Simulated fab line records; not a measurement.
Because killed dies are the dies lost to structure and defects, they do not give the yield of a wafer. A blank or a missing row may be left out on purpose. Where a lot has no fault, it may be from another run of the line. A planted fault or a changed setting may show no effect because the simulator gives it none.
Tool commonality check	flow nand harc	Sampled: 6 lots, 18 wafers

WHY THIS WAS OPENED
Flagged at NHARC_END_SORT_01: reading killed at array, on 1 of 6 lots. Fault-free wafers read 52, with a standard deviation of 18.
Rule: flag the lot when none of its wafers has a number, or when each of its wafers that has one lies beyond 4 standard deviations from that mean. The rest of the lots are taken to be sound.

lot	measured	on	killed at array, wafer by wafer	flag
L819	day 26 14:59	prober-01	53 71 59	
L821	day 27 12:50	prober-02	58 48 57	
L826	day 30 00:25	prober-02	16 32 29	
L830	day 31 09:53	prober-01	135 162 141	FLAGGED
L835	day 33 02:58	prober-01	76 95 91	
L834	day 33 05:00	prober-02	62 73 54	
The numbers of the flagged lots are 146 on average: +94 against the usual, or +5 standard deviations.

WHICH TOOL EACH LOT WENT THROUGH
4 process steps preceding the reading are held in the record, out of 1302 steps in the route. Cell contents, in order: the tool; ch with the chambers the sampled wafers went through; the start.
lot	flag	NHARC_A_CONTACT_ETCH_96	NHARC_THIN_TSV_DEGAS_49	NHARC_THIN_TSV_DEGAS_53	NHARC_THIN_TSV_PRE_CLEAN_54
L819		rie diel-13 ch 1,2,3, day 23 19:35	pvd sputter-03, day 26 01:59	pvd sputter-01, day 26 03:59	pvd sputter-01, day 26 04:05
L821		rie diel-02 ch 0,1,3, day 24 13:51	pvd sputter-03, day 27 00:44	pvd sputter-01, day 27 02:45	pvd sputter-01, day 27 02:50
L826		rie diel-13 ch 1,2, day 27 06:30	pvd sputter-02, day 29 07:45	pvd sputter-01, day 29 09:44	pvd sputter-01, day 29 09:50
L830	FLAGGED	rie diel-13 ch 1,2, day 28 15:45	pvd sputter-03, day 30 21:34	pvd sputter-01, day 30 23:34	pvd sputter-01, day 30 23:38
L835		rie diel-02 ch 1,2, day 29 23:25	pvd sputter-03, day 32 06:41	pvd sputter-03, day 32 08:42	pvd sputter-03, day 32 08:46
L834		rie diel-02 ch 2,3, day 30 03:07	pvd sputter-03, day 32 07:47	pvd sputter-01, day 32 09:47	pvd sputter-01, day 32 09:52
What the steps here do:
- NHARC_A_CONTACT_ETCH_96: etches the open film in C4F6/O2, target depth 20 nm, time 10 s.
- NHARC_THIN_TSV_DEGAS_49: time 120 s.
- NHARC_THIN_TSV_DEGAS_53: time 60 s.
- NHARC_THIN_TSV_PRE_CLEAN_54: time 30 s.
- NHARC_END_SORT_01

FLAGGED OVER TOTAL, TOOL BY TOOL (the gauges that took the reading come last)
step	tool	lots run	flagged	share of the flagged lots	sound lots run after its first flagged lot
NHARC_A_CONTACT_ETCH_96	rie diel-02	3	0	none	-
NHARC_A_CONTACT_ETCH_96	rie diel-13	3	1	all	0
NHARC_THIN_TSV_DEGAS_49	pvd sputter-02	1	0	none	-
NHARC_THIN_TSV_DEGAS_49	pvd sputter-03	5	1	all	2 (L835,L834)
NHARC_THIN_TSV_DEGAS_53	pvd sputter-01	5	1	all	1 (L834)
NHARC_THIN_TSV_DEGAS_53	pvd sputter-03	1	0	none	-
NHARC_THIN_TSV_PRE_CLEAN_54	pvd sputter-01	5	1	all	1 (L834)
NHARC_THIN_TSV_PRE_CLEAN_54	pvd sputter-03	1	0	none	-
NHARC_END_SORT_01	prober-01	3	1	all	1 (L835)
NHARC_END_SORT_01	prober-02	3	0	none	-

WHAT THE TABLE PERMITS
5 rows of the table ran every flagged lot: rie diel-13 at NHARC_A_CONTACT_ETCH_96, pvd sputter-03 at NHARC_THIN_TSV_DEGAS_49, pvd sputter-01 at NHARC_THIN_TSV_DEGAS_53, pvd sputter-01 at NHARC_THIN_TSV_PRE_CLEAN_54, prober-01 at NHARC_END_SORT_01.
- rie diel-13 at NHARC_A_CONTACT_ETCH_96 ran 3 lots, 1 of them flagged. Last sound lot L826 at day 27 06:30, first flagged lot L830 at day 28 15:45; a fault beginning in between fits.
- pvd sputter-03 at NHARC_THIN_TSV_DEGAS_49 ran 5 lots, 1 of them flagged. Sound lots ran on it after the first flagged one (L835, L834), which a lasting fault on the whole tool wouldn't allow.
- pvd sputter-01 at NHARC_THIN_TSV_DEGAS_53 ran 5 lots, 1 of them flagged. Sound lots ran on it after the first flagged one (L834), which a lasting fault on the whole tool wouldn't allow.
- pvd sputter-01 at NHARC_THIN_TSV_PRE_CLEAN_54 ran 5 lots, 1 of them flagged. Sound lots ran on it after the first flagged one (L834), which a lasting fault on the whole tool wouldn't allow.
- prober-01 at NHARC_END_SORT_01 ran 3 lots, 1 of them flagged. Sound lots ran on it after the first flagged one (L835), which a lasting fault on the whole tool wouldn't allow.
Just one tool remains: rie diel-13 at NHARC_A_CONTACT_ETCH_96.

WHAT THE SIMULATOR PUT IN
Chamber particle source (rie diel-13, NHARC_A_CONTACT_ETCH_96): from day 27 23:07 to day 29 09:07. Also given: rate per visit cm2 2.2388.
Struck lots among those shown: L830. The rule above found the same.
